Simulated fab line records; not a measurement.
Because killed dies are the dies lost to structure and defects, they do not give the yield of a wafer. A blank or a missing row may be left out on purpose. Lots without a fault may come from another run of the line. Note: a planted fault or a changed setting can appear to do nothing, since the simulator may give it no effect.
Chamber matching + flow n5Finfet + 4 sister chambers for N5_GATE_CUT_ETCH_28 on rieDiel-05
The step etches underlayer in N2/H2, target depth 13 nm, time 10.4 s. 22 wafers are shown with their chamber, then 11 later ones without.

WAFERS PAIRED WITH THEIR CHAMBERS
| wafer  | chamber | showerheadPlenumPTorr (Torr) | throttleValvePct (%) | drypumpMotorCurrentA (A) |
|--------|---------|------------------------------|----------------------|--------------------------|
| L076.1 | 2       | 2.63                         | 17.80                | 5.6                      |
| L076.2 | 1       | 2.43                         | 18.26                | 5.7                      |
| L076.5 | 1       | 2.43                         | 18.26                | 5.7                      |
| L077.1 | 1       | 2.43                         | 18.25                | 5.7                      |
| L077.2 | 2       | 2.63                         | 17.81                | 5.6                      |
| L077.3 | 0       | 2.68                         | 17.72                | 5.9                      |
| L077.4 | 3       | 2.64                         | 17.95                | 5.6                      |
| L077.5 | 0       | 2.68                         | 17.73                | 5.9                      |
| L077.6 | 1       | 2.43                         | 18.27                | 5.7                      |
| L078.3 | 2       | 2.63                         | 17.79                | 5.6                      |
| L078.5 | 2       | 2.63                         | 17.80                | 5.6                      |
| L078.6 | 1       | 2.43                         | 18.26                | 5.7                      |
| L080.2 | 2       | 2.63                         | 17.81                | 5.6                      |
| L080.4 | 1       | 2.43                         | 18.28                | 5.7                      |
| L080.5 | 0       | 2.68                         | 17.72                | 5.9                      |
| L082.1 | 1       | 2.42                         | 18.28                | 5.8                      |
| L082.2 | 0       | 2.68                         | 17.73                | 5.9                      |
| L082.3 | 3       | 2.64                         | 17.95                | 5.6                      |
| L082.4 | 2       | 2.63                         | 17.80                | 5.6                      |
| L082.5 | 1       | 2.42                         | 18.27                | 5.7                      |
| L082.6 | 2       | 2.63                         | 17.80                | 5.6                      |
| L087.2 | 1       | 2.42                         | 18.29                | 5.7                      |

SIGNATURES (means of the wafers above)
| reading               | chamber 0 | chamber 1 | chamber 2 | chamber 3 | scatter within a chamber |
|-----------------------|-----------|-----------|-----------|-----------|--------------------------|
| showerheadPlenumPTorr | 2.6800    | 2.4267    | 2.6300    | 2.6400    | 0.00333                  |
| throttleValvePct      | 17.7250   | 18.2689   | 17.8014   | 17.9500   | 0.00965                  |
| drypumpMotorCurrentA  | 5.900     | 5.711     | 5.600     | 5.600     | 0.0222                   |
Rule: for a wafer and a chamber, the distance is found by dividing, reading by reading, the gap between the wafer's reading and the chamber's mean by the reading's scatter, squaring, summing and taking the root. If the next closest chamber is less than 2 further off than the closest, the wafer can't be placed; otherwise it belongs to the closest. The scatter: the root of (the sum of the squares of (reading less its chamber's mean) over the shown wafers, divided by (wafers less chambers)).

WAFERS WHOSE CHAMBER IS MISSING
| wafer  | showerheadPlenumPTorr (Torr) | throttleValvePct (%) | drypumpMotorCurrentA (A) |
|--------|------------------------------|----------------------|--------------------------|
| L087.3 | 2.63                         | 17.97                | 5.6                      |
| L087.4 | 2.62                         | 17.81                | 5.6                      |
| L088.2 | 2.68                         | 17.74                | 5.9                      |
| L088.5 | 2.63                         | 17.98                | 5.6                      |
| L088.6 | 2.68                         | 17.74                | 5.8                      |
| L090.1 | 2.62                         | 17.82                | 5.6                      |
| L090.2 | 2.42                         | 18.30                | 5.7                      |
| L090.3 | 2.63                         | 17.97                | 5.6                      |
| L092.1 | 2.62                         | 17.85                | 5.6                      |
| L092.4 | 2.67                         | 17.77                | 5.9                      |
| L092.6 | 2.42                         | 18.30                | 5.8                      |

THE CHAMBER EACH PASSED THROUGH
| wafer  | from the rows above | in truth |
|--------|---------------------|----------|
| L087.3 | 3                   | 3        |
| L087.4 | 2                   | 2        |
| L088.2 | 0                   | 0        |
| L088.5 | 3                   | 3        |
| L088.6 | 0                   | 0        |
| L090.1 | 2                   | 2        |
| L090.2 | 1                   | 1        |
| L090.3 | 3                   | 3        |
| L092.1 | 2                   | 2        |
| L092.4 | 0                   | 0        |
| L092.6 | 1                   | 1        |
Placed correctly: 11 of 11. From these rows, 0 cannot be placed. Wrongly placed: 0.
